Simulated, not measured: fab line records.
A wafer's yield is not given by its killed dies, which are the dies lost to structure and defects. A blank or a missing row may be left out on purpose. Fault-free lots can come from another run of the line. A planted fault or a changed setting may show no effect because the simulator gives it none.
A single fault, viewed from 3 desks || flow nand-harc || only its own numbers are on each desk; what lay behind them is given at the end

== THE DEFECT DESK ==
What the inspections along the route counted, lot by lot: means of the sampled wafers that have a number. A lot is out of limits, marked OUT, if its mean lies more than 4 standard deviations from the usual mean; the brackets give that distance.
Columns: A = raw-defect-count at NHARC_A_START_INSPECT_01, usual 3.5
{"lot": "L462", "first seen here": "day 6 23:10", "A": 2.7}
{"lot": "L463", "first seen here": "day 7 06:31", "A": 5.0}
{"lot": "L464", "first seen here": "day 7 10:19", "A": 2.3}
{"lot": "L466", "first seen here": "day 8 18:48", "A": 4.0}
{"lot": "L467", "first seen here": "day 8 19:38", "A": 1.7}
{"lot": "L468", "first seen here": "day 9 06:32", "A": 1.3}
{"lot": "L470", "first seen here": "day 9 21:59", "A": 10.0}
{"lot": "L471", "first seen here": "day 10 17:07", "A": 9.0}
{"lot": "L472", "first seen here": "day 10 21:55", "A": 2.0}
{"lot": "L479", "first seen here": "day 13 18:46", "A": 6.0}
{"lot": "L480", "first seen here": "day 14 13:08", "A": 4.3}
{"lot": "L481", "first seen here": "day 14 18:40", "A": 4.0}
{"lot": "L482", "first seen here": "day 15 01:54", "A": 3.7}
{"lot": "L483", "first seen here": "day 15 15:43", "A": 2.3}
{"lot": "L485", "first seen here": "day 16 10:54", "A": 3.3}
Result from this desk: across the 15 lots, nothing is out of limits.

== AT THE TOOL OWNER'S DESK: pecvd-onon-02 ==
The tool's own readings at NHARC_A_ONON_D1_DEP_28 (target thk 1000 nm): means of the sampled wafers that have a number, for each lot that ran on this tool. A lot is out of limits, marked OUT, if its mean lies more than 4 standard deviations from the usual mean; the brackets give that distance.
Columns: A = sih4-flow-sccm at NHARC_A_ONON_D1_DEP_28, usual 209.9 sccm
{"lot": "L467", "first seen here": "day 10 08:03", "A": 210.6}
{"lot": "L468", "first seen here": "day 10 18:55", "A": 210.1}
{"lot": "L470", "first seen here": "day 11 18:50", "A": 209.9}
{"lot": "L471", "first seen here": "day 12 04:05", "A": 210.0}
{"lot": "L472", "first seen here": "day 12 08:39", "A": 209.6}
{"lot": "L479", "first seen here": "day 15 12:35", "A": 209.4}
{"lot": "L481", "first seen here": "day 16 04:15", "A": 209.8}
Result from this desk: across the 7 lots, nothing is out of limits.

== METROLOGY DESK ==
Lot by lot, what the gauges showed, no matter which tool ran the lot: averages of those sampled wafers that carry a number. A lot is out of limits, marked OUT, if its mean lies more than 4 standard deviations from the usual mean; the brackets give that distance.
Columns: A = cd-nm at NHARC_A_ZERO_WELL_CD_MEAS_10, usual 2000.0 nm; B = thk-nm at NHARC_A_ONON_D1_THK_MEAS_30, usual 999 nm; C = overlay-x-nm at NHARC_A_CHANNEL_HOLE_D1_OVL_MEAS_11, usual -0.2 nm; D = overlay-y-nm at NHARC_A_CHANNEL_HOLE_D1_OVL_MEAS_11, usual 0.3 nm
{"lot": "L462", "first seen here": "day 6 23:54", "A": 1998.5, "B": 999, "C": -0.2, "D": 1.3}
{"lot": "L463", "first seen here": "day 7 07:21", "A": 1999.8, "B": 1007, "C": -1.6, "D": 0.5}
{"lot": "L464", "first seen here": "day 7 11:10", "A": 1997.6, "B": 995, "C": 0.1, "D": 0.3}
{"lot": "L466", "first seen here": "day 8 19:38", "A": 2000.0, "B": 1006, "C": -0.8, "D": -0.3}
{"lot": "L467", "first seen here": "day 8 20:29", "A": 1999.2, "B": 1008, "C": -1.1, "D": 1.8}
{"lot": "L468", "first seen here": "day 9 07:16", "A": 2002.0, "B": 994, "C": -0.6, "D": -0.7}
{"lot": "L470", "first seen here": "day 9 22:50", "A": 1998.4, "B": "1616 (+71) OUT", "C": "-", "D": "-"}
{"lot": "L471", "first seen here": "day 10 17:57", "A": 2002.5, "B": "1629 (+72) OUT", "C": "-", "D": "-"}
{"lot": "L472", "first seen here": "day 10 22:45", "A": 2000.9, "B": "1619 (+71) OUT", "C": "-", "D": "-"}
{"lot": "L479", "first seen here": "day 13 19:29", "A": 1999.9, "B": 993, "C": 0.8, "D": 0.7}
{"lot": "L480", "first seen here": "day 14 13:58", "A": 2001.0, "B": 1003, "C": -0.9, "D": 0.5}
{"lot": "L481", "first seen here": "day 14 19:30", "A": 1998.4, "B": 1002, "C": -0.5, "D": -0.3}
{"lot": "L482", "first seen here": "day 15 02:37", "A": 1999.8, "B": 980, "C": 1.1, "D": -0.1}
{"lot": "L483", "first seen here": "day 15 16:33", "A": 2001.5, "B": 992, "C": -0.7, "D": -1.1}
{"lot": "L485", "first seen here": "day 16 11:44", "A": 2000.9, "B": 982, "C": -0.2, "D": 1.2}
Finding of this desk: L470, L471, L472 out of limits; the first was L470 at day 11 19:10, on thk-nm at NHARC_A_ONON_D1_THK_MEAS_30. Within limits: L462, L463, L464, L466, L467, L468, L479, L480, L481, L482, L483, L485.

== BROUGHT TOGETHER ==
On L470, L471, L472, the metrology desk was in a position to raise an alarm at day 11 19:10.
Nothing the defect desk looked at was out of limits.
The desk of the tool owner found nothing out of limits.
The defect desk has L470, L471, L472 on record, within its limits.
The tool owner's desk has L470, L471, L472 on record, within its limits.
All the named lots went through NHARC_A_ONON_D1_DEP_28 on pecvd-onon-02.

== WHAT WAS PUT IN BY THE SIMULATOR ==
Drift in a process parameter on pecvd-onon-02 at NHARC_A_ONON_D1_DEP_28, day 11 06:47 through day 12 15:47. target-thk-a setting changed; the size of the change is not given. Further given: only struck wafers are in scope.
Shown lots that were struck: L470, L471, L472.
Time in hours between the start of the fault and the first out-of-limits reading at each desk: metrology desk, 12.
